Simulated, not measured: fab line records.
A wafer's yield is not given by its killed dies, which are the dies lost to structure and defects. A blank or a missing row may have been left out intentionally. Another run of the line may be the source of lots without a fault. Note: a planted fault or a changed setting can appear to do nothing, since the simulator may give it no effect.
Chamber matching || flow nand_harc || NHARC_A_STAIRCASE_DESCUM_270 on rie_diel-09 has 4 sister chambers
The step chemistry O2, time 3 s. 8 wafers are shown with their chamber, then 7 later ones without.

## WAFERS, EACH WITH ITS CHAMBER
{"wafer": "L077.6", "chamber": 3, "drypump_motor_current_A (A)": 6.6, "showerhead_plenum_p_Torr (Torr)": 1.99}
{"wafer": "L084.2", "chamber": 0, "drypump_motor_current_A (A)": 5.3, "showerhead_plenum_p_Torr (Torr)": 1.91}
{"wafer": "L084.3", "chamber": 1, "drypump_motor_current_A (A)": 5.5, "showerhead_plenum_p_Torr (Torr)": 1.99}
{"wafer": "L085.1", "chamber": 2, "drypump_motor_current_A (A)": 5.5, "showerhead_plenum_p_Torr (Torr)": 1.94}
{"wafer": "L085.4", "chamber": 0, "drypump_motor_current_A (A)": 5.3, "showerhead_plenum_p_Torr (Torr)": 1.91}
{"wafer": "L085.5", "chamber": 2, "drypump_motor_current_A (A)": 5.5, "showerhead_plenum_p_Torr (Torr)": 1.94}
{"wafer": "L095.1", "chamber": 1, "drypump_motor_current_A (A)": 5.6, "showerhead_plenum_p_Torr (Torr)": 1.98}
{"wafer": "L095.3", "chamber": 3, "drypump_motor_current_A (A)": 6.6, "showerhead_plenum_p_Torr (Torr)": 1.97}

## WAFERS WITHOUT THEIR CHAMBER
{"wafer": "L095.4", "drypump_motor_current_A (A)": 5.3, "showerhead_plenum_p_Torr (Torr)": 1.90}
{"wafer": "L094.1", "drypump_motor_current_A (A)": 5.3, "showerhead_plenum_p_Torr (Torr)": 1.90}
{"wafer": "L094.4", "drypump_motor_current_A (A)": 6.6, "showerhead_plenum_p_Torr (Torr)": 1.97}
{"wafer": "L094.5", "drypump_motor_current_A (A)": 5.5, "showerhead_plenum_p_Torr (Torr)": 1.93}
{"wafer": "L097.1", "drypump_motor_current_A (A)": 6.6, "showerhead_plenum_p_Torr (Torr)": 1.97}
{"wafer": "L097.5", "drypump_motor_current_A (A)": 6.6, "showerhead_plenum_p_Torr (Torr)": 1.97}
{"wafer": "L097.6", "drypump_motor_current_A (A)": 5.5, "showerhead_plenum_p_Torr (Torr)": 1.93}

## CHAMBER TAKEN BY EACH
{"wafer": "L095.4", "from the rows above": 0, "in truth": 0}
{"wafer": "L094.1", "from the rows above": 0, "in truth": 0}
{"wafer": "L094.4", "from the rows above": 3, "in truth": 3}
{"wafer": "L094.5", "from the rows above": 2, "in truth": 2}
{"wafer": "L097.1", "from the rows above": 3, "in truth": 3}
{"wafer": "L097.5", "from the rows above": 3, "in truth": 3}
{"wafer": "L097.6", "from the rows above": 2, "in truth": 2}
Correct placement for 7 of the 7. Left unplaced by these rows: 0. 0 placed wrongly.
How it was worked out, from the rows above alone: a wafer's distance from a chamber is the root of the sum, over the readings, of the square of ((its reading less the chamber's mean) divided by the reading's scatter). The wafer belongs to the nearest chamber; if the next one is less than 2 further off, it can't be placed. A chamber's mean is the mean of its shown wafers. The scatter: the root of (the sum of the squares of (reading less its chamber's mean) over the shown wafers, divided by (wafers less chambers)).
